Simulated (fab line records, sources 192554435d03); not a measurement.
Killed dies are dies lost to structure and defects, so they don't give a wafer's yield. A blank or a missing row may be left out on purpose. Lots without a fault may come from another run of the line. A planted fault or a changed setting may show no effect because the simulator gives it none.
Which tool did it? | flow n5_finfet | 12 lots, 34 wafers sampled, at 1 step of a route of 1938

WHAT THE GAUGES READ, wafer by wafer
N5_BEOL_M12_OCD_MEAS_35. Usual: trench_depth_nm 319 nm, standard deviation 3.3.
lot  | measured     | on     | trench_depth_nm (nm) | flag
L480 | day 12 18:01 | ocd-02 | 322 326 326          |
L479 | day 12 18:30 | ocd-01 | 322 322 323          |
L486 | day 13 19:10 | ocd-01 | 320 321 320          |
L485 | day 13 21:35 | ocd-02 | 321 323 321          |
L490 | day 14 07:35 | ocd-02 | 319 321 319          |
L487 | day 14 10:03 | ocd-01 | 321 320 322          |
L488 | day 14 16:30 | ocd-01 | 317 314 316          |
L494 | day 15 10:49 | ocd-01 | 316 315 316          |
L495 | day 16 05:56 | ocd-02 | 323                  |
L500 | day 17 09:23 | ocd-02 | 311 321 316          |
L498 | day 17 11:17 | ocd-02 | 319 316 320          |
L502 | day 18 03:02 | ocd-02 | 317 317 319          |

WHICH TOOL RAN EACH LOT (tool, then ch and the chambers of the sampled wafers, then the start)
The record holds no process step before these readings.

WHAT THE TOOLS THEMSELVES READ (means of the sampled wafers that have a number; where no wafer has one, the mark that the record gives instead)
The record holds no such reading with a usual standard deviation.

THE ANSWER, worked out from the rows above alone
Rule: a lot is off if the mean of its wafers that have a number lies more than 3 standard deviations from the usual mean. A lot without any number at a reading at which 4 lots or more have one is off too. The other lots that the step has rows for count as sound. The gauges are gone through in route order, then the tools' own readings, and for those a lot's mean is taken as printed above. The first step at which some lot is off is used, and at that step the reading that is off furthest; a lot without a number counts as furthest.
No lot is off at any reading shown: from this, nothing can be told.

WHAT THE SIMULATOR HAD PUT IN
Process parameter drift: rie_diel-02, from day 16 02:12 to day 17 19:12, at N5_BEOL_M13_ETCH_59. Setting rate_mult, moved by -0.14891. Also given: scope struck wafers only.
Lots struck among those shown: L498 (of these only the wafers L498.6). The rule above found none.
